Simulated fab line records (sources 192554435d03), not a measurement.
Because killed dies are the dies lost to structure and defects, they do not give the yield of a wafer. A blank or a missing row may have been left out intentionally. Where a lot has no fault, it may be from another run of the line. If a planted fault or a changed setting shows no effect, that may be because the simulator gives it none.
Chamber matching | flow n5-finfet | 4 sister chambers for N5_BEOL_M11_ALD_74 on ald-metal-03
The step deposits TaN, target thk 2 nm, pulse time 2 s, purge time 3 s. 18 wafers are shown with their chamber, then 9 later ones without.

== WAFERS PAIRED WITH THEIR CHAMBERS ==
wafer  | chamber | heater-power-w (W)
L076.2 | 1       | 390
L076.5 | 0       | 462
L076.6 | 1       | 396
L080.1 | 2       | 379
L080.3 | 3       | 468
L080.5 | 1       | 401
L079.1 | 0       | 459
L079.4 | 3       | 487
L079.5 | 3       | 493
L081.2 | 3       | 473
L081.4 | 0       | 464
L081.6 | 1       | 399
L084.2 | 1       | 395
L084.3 | 0       | 469
L084.6 | 1       | 399
L086.1 | 0       | 472
L086.2 | 3       | 484
L086.5 | 1       | 388

SIGNATURES (means of the wafers above)
reading        | chamber 0 | chamber 1 | chamber 2 | chamber 3 | scatter within a chamber
heater-power-w | 465.20    | 395.43    | 379.00    | 481.00    | 6.94
Rule: distance of a wafer from a chamber = root of the sum over the readings of ((wafer's reading minus chamber's mean) / reading's scatter) squared. If the next closest chamber is less than 2 further off than the closest, the wafer can't be placed; otherwise it belongs to the closest. The scatter: the root of (the sum of the squares of (reading less its chamber's mean) over the shown wafers, divided by (wafers less chambers)).

== WAFERS MISSING THEIR CHAMBER ==
wafer  | heater-power-w (W)
L091.4 | 403
L091.5 | 397
L091.6 | 478
L093.3 | 397
L093.5 | 383
L093.6 | 399
L096.3 | 383
L096.5 | 404
L096.6 | 379

== WHICH CHAMBER EACH WENT THROUGH ==
wafer  | from the rows above     | in truth
L091.4 | 1                       | 1
L091.5 | 1                       | 1
L091.6 | can't be placed: 3 or 0 | 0
L093.3 | 1                       | 1
L093.5 | can't be placed: 2 or 1 | 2
L093.6 | 1                       | 1
L096.3 | can't be placed: 2 or 1 | 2
L096.5 | 1                       | 1
L096.6 | 2                       | 2
6 of 9 placed correctly. These rows do not allow placing 3 (true chamber among the candidates in 3). Wrongly placed: 0.
